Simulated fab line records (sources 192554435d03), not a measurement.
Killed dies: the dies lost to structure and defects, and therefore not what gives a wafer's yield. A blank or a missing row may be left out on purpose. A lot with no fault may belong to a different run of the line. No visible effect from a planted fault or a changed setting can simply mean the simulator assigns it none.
What tool caused it? -- flow n5Finfet -- 7 lots, 21 wafers sampled, at 4 steps of a route of 1938

## WHAT EACH GAUGE READ, for each wafer
N5_BEOL_M1_OVL_MEAS_12.
lot,measured,on,M1_OVL (nm)
L470,day 6 10:59,overlay-01,0.3 -0.2 0.8
L474,day 7 13:25,overlay-01,-0.1 -0.9 -0.5
L479,day 8 11:24,overlay-01,0.2 -0.1 0.6
L482,day 9 06:36,overlay-02,- - -
L487,day 10 16:31,overlay-02,-0.4 -0.1 -0.2
L489,day 11 01:57,overlay-01,-0.2 -1.5 -1.2
L491,day 11 12:43,overlay-01,-0.6 0.1 -0.7

## WHICH TOOL RAN EACH LOT (tool, then ch and the chambers of the sampled wafers, then the start)
lot,N5_BEOL_M0_DEP_125,N5_BEOL_M1_PECVD_72,N5_BEOL_M1_DEVELOP_10
L470,"pecvd-02 ch 1,2, day 6 09:53","pecvd-01 ch 0,1, day 6 10:08","lithoTrack-02 ch 0, day 6 10:54"
L474,"pecvd-02 ch 0,1,2, day 7 11:46","pecvd-03 ch 0,1,2, day 7 12:01","lithoTrack-02 ch 0, day 7 13:20"
L479,"pecvd-02 ch 0,1,2, day 8 07:44","pecvd-03 ch 1,2, day 8 07:58","lithoTrack-02 ch 0, day 8 11:19"
L482,"pecvd-03 ch 0,2, day 9 04:36","pecvd-04 ch 0,2, day 9 04:51","lithoTrack-04, day 9 06:31"
L487,"pecvd-02 ch 0,1, day 10 14:45","pecvd-03 ch 0,1,2, day 10 15:00","lithoTrack-04 ch 0, day 10 16:25"
L489,"pecvd-01 ch 0,1,2, day 10 23:44","pecvd-04 ch 0,1, day 10 23:58","lithoTrack-02 ch 0, day 11 01:52"
L491,"pecvd-03 ch 0,1,2, day 11 10:29","pecvd-01 ch 0,1, day 11 10:44","lithoTrack-05 ch 0, day 11 12:37"
- N5_BEOL_M0_DEP_125: deposits SiCN from 3MS/NH3, target thk 8 nm, time 14 s.
- N5_BEOL_M1_PECVD_72: deposits SiO2 from TEOS/O2, target thk 16 nm, time 18 s.
- N5_BEOL_M1_DEVELOP_10: develop time 30 s.

## THE ANSWER, worked out from the rows above alone
Rule: the usual values come from the lots themselves. Put in order of their means at a reading, lots are off if they are a third of the lots or fewer, leave a main group of 4 or more, and stand apart from it by a gap of 3 or more times the standard deviation of the main group's means; of several such gaps the widest counts. Not used: any main group whose means are identical at the precision the tables above print for the reading. A lot without any number at a reading at which 4 lots or more have one is off too. All remaining lots with rows at the step are treated as sound.
Off: L482, seen at N5_BEOL_M1_OVL_MEAS_12 (M1_OVL). Without a number there: L482. The main group has a mean of -0.3 nm with a standard deviation of 0.43.
If a tool, at a process step before that reading, ran all the lots that are off and no sound lot after the first of them, it fits. The gauges at N5_BEOL_M1_OVL_MEAS_12 are tried like those tools. Of those tried, none fits.

## WHAT WAS PUT IN BY THE SIMULATOR
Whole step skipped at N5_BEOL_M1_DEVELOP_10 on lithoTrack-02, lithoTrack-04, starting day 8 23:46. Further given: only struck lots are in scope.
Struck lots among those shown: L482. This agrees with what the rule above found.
